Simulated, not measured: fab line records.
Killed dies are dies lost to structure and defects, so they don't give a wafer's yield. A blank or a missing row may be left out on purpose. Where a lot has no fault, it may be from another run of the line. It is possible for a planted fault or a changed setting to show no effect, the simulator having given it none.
Split-lot trial || flow n5_finfet || route with 1938 steps; 7 lots, 21 wafers read

SPLIT DETAILS
At N5_BEOL_M8_PECVD_70 (deposits SiO2 from TEOS/O2, target thk 20 nm, time 22.7 s), the setting temp_c was moved away from the recipe's 400 C on 8 of the 21 wafers read, by -3.9% to +4.3%. The other wafers ran this setting at the recipe's value.

The reading comes from the split's own step.

THE READING
SiO2_of_BEOL_M8_PECVD_70.thk_nm (the simulator's own value, which no gauge read), in nm, at N5_BEOL_M8_PECVD_70 (deposits SiO2 from TEOS/O2, target thk 20 nm, time 22.7 s). The file gives no usual value for it. Across the 13 wafers here that went through the recipe, the average is 20.2 nm and the standard deviation 0.27 nm.

{"wafer": "L074.3", "tool, chamber at the split": "pecvd-02, 1", "temp_c as run, C": 400, "against the recipe": "recipe", "SiO2_of_BEOL_M8_PECVD_70.thk_nm, nm": 20, "against lot-mates on the recipe": "-"}
{"wafer": "L074.5", "tool, chamber at the split": "pecvd-02, 0", "temp_c as run, C": 400, "against the recipe": "recipe", "SiO2_of_BEOL_M8_PECVD_70.thk_nm, nm": 20.6, "against lot-mates on the recipe": "-"}
{"wafer": "L074.6", "tool, chamber at the split": "pecvd-02, 2", "temp_c as run, C": 400, "against the recipe": "recipe", "SiO2_of_BEOL_M8_PECVD_70.thk_nm, nm": 20.2, "against lot-mates on the recipe": "-"}
{"wafer": "L076.1", "tool, chamber at the split": "pecvd-02, 2,1", "temp_c as run, C": 407.1, "against the recipe": "+1.8%", "SiO2_of_BEOL_M8_PECVD_70.thk_nm, nm": 19.2, "against lot-mates on the recipe": -0.6}
{"wafer": "L076.5", "tool, chamber at the split": "pecvd-02, 2,1", "temp_c as run, C": 407.1, "against the recipe": "+1.8%", "SiO2_of_BEOL_M8_PECVD_70.thk_nm, nm": 19.2, "against lot-mates on the recipe": -0.6}
{"wafer": "L076.3", "tool, chamber at the split": "pecvd-02, 1", "temp_c as run, C": 400, "against the recipe": "recipe", "SiO2_of_BEOL_M8_PECVD_70.thk_nm, nm": 19.8, "against lot-mates on the recipe": "-"}
{"wafer": "L080.1", "tool, chamber at the split": "pecvd-02, 0", "temp_c as run, C": 400, "against the recipe": "recipe", "SiO2_of_BEOL_M8_PECVD_70.thk_nm, nm": 20.4, "against lot-mates on the recipe": "-"}
{"wafer": "L080.4", "tool, chamber at the split": "pecvd-02, 0", "temp_c as run, C": 400, "against the recipe": "recipe", "SiO2_of_BEOL_M8_PECVD_70.thk_nm, nm": 20.4, "against lot-mates on the recipe": "-"}
{"wafer": "L080.3", "tool, chamber at the split": "pecvd-02, 1", "temp_c as run, C": 400, "against the recipe": "recipe", "SiO2_of_BEOL_M8_PECVD_70.thk_nm, nm": 20, "against lot-mates on the recipe": "-"}
{"wafer": "L083.1", "tool, chamber at the split": "pecvd-01, 0", "temp_c as run, C": 400, "against the recipe": "recipe", "SiO2_of_BEOL_M8_PECVD_70.thk_nm, nm": 20, "against lot-mates on the recipe": "-"}
{"wafer": "L083.4", "tool, chamber at the split": "pecvd-01, 0", "temp_c as run, C": 384.2, "against the recipe": "-3.9%", "SiO2_of_BEOL_M8_PECVD_70.thk_nm, nm": 22.6, "against lot-mates on the recipe": "+2.6"}
{"wafer": "L083.5", "tool, chamber at the split": "pecvd-01, 1", "temp_c as run, C": 384.2, "against the recipe": "-3.9%", "SiO2_of_BEOL_M8_PECVD_70.thk_nm, nm": 22.8, "against lot-mates on the recipe": "+2.8"}
{"wafer": "L087.1", "tool, chamber at the split": "pecvd-01, 1", "temp_c as run, C": 400, "against the recipe": "recipe", "SiO2_of_BEOL_M8_PECVD_70.thk_nm, nm": 20.2, "against lot-mates on the recipe": "-"}
{"wafer": "L087.5", "tool, chamber at the split": "pecvd-01, 2", "temp_c as run, C": 400, "against the recipe": "recipe", "SiO2_of_BEOL_M8_PECVD_70.thk_nm, nm": 20, "against lot-mates on the recipe": "-"}
{"wafer": "L087.6", "tool, chamber at the split": "pecvd-01, 1", "temp_c as run, C": 400, "against the recipe": "recipe", "SiO2_of_BEOL_M8_PECVD_70.thk_nm, nm": 20.6, "against lot-mates on the recipe": "-"}
{"wafer": "L090.1", "tool, chamber at the split": "pecvd-03, 2", "temp_c as run, C": 417.1, "against the recipe": "+4.3%", "SiO2_of_BEOL_M8_PECVD_70.thk_nm, nm": 17.6, "against lot-mates on the recipe": -3.0}
{"wafer": "L090.5", "tool, chamber at the split": "pecvd-03, 1", "temp_c as run, C": 400, "against the recipe": "recipe", "SiO2_of_BEOL_M8_PECVD_70.thk_nm, nm": 20.6, "against lot-mates on the recipe": "-"}
{"wafer": "L090.6", "tool, chamber at the split": "pecvd-03, 2", "temp_c as run, C": 417.1, "against the recipe": "+4.3%", "SiO2_of_BEOL_M8_PECVD_70.thk_nm, nm": 18, "against lot-mates on the recipe": -2.6}
{"wafer": "L093.2", "tool, chamber at the split": "pecvd-01, 1", "temp_c as run, C": 400, "against the recipe": "recipe", "SiO2_of_BEOL_M8_PECVD_70.thk_nm, nm": 20, "against lot-mates on the recipe": "-"}
{"wafer": "L093.4", "tool, chamber at the split": "pecvd-01, 2", "temp_c as run, C": 414.7, "against the recipe": "+3.7%", "SiO2_of_BEOL_M8_PECVD_70.thk_nm, nm": 18.2, "against lot-mates on the recipe": -1.8}
{"wafer": "L093.6", "tool, chamber at the split": "pecvd-01, 1", "temp_c as run, C": 414.7, "against the recipe": "+3.7%", "SiO2_of_BEOL_M8_PECVD_70.thk_nm, nm": 18, "against lot-mates on the recipe": -2.0}
The file does not say which wafer passed through which chamber wherever a row lists several chambers: such a row stands for several wafers.

THE FIT
A straight line over all 21 wafers: SiO2_of_BEOL_M8_PECVD_70.thk_nm changes by -0.592 nm for each +1% of temp_c; r = -0.98; the points scatter about the line by 0.24 nm.
The same after taking each lot's own level away (the mean of its wafers on the recipe; 21 wafers): -0.618 nm for each +1%; r = -0.98; scatter 0.27 nm.
That fit puts the effect of the largest move of temp_c on the reading at 2.6 nm.
From 19.80 to 20.60 nm: that is the span of the lots' own levels, equal to 3.0 times the standard deviation above.
The two slopes agree, so the slope changes little with the lot-to-lot level.
Check: -2.44 nm against its lot-mates is what the line predicts for one of the wafers moved furthest among these (+4.3%) when that wafer is left out of the fit. Against them it came out at -3 nm.

THE OTHER SPLITS THESE WAFERS WENT THROUGH
Note: prior to the reading, these wafers also went through further splits. Each is held against what the fit with the lots' levels taken away leaves over:
{"other split on the same wafers": "N5_BEOL_M6_TRENCH_ETCH_37 time_s", "wafers away from the commonest value": 4, "r with SiO2_of_BEOL_M8_PECVD_70.thk_nm (lot level and that fit taken away)": -0.02}
{"other split on the same wafers": "N5_BEOL_M7_VIA_ETCH_34 time_s", "wafers away from the commonest value": 8, "r with SiO2_of_BEOL_M8_PECVD_70.thk_nm (lot level and that fit taken away)": -0.01}

THE FILE'S OWN FIT
SiO2_of_BEOL_M8_PECVD_70.thk_nm changes by -0.607 nm for each +1% of temp_c, r = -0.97.
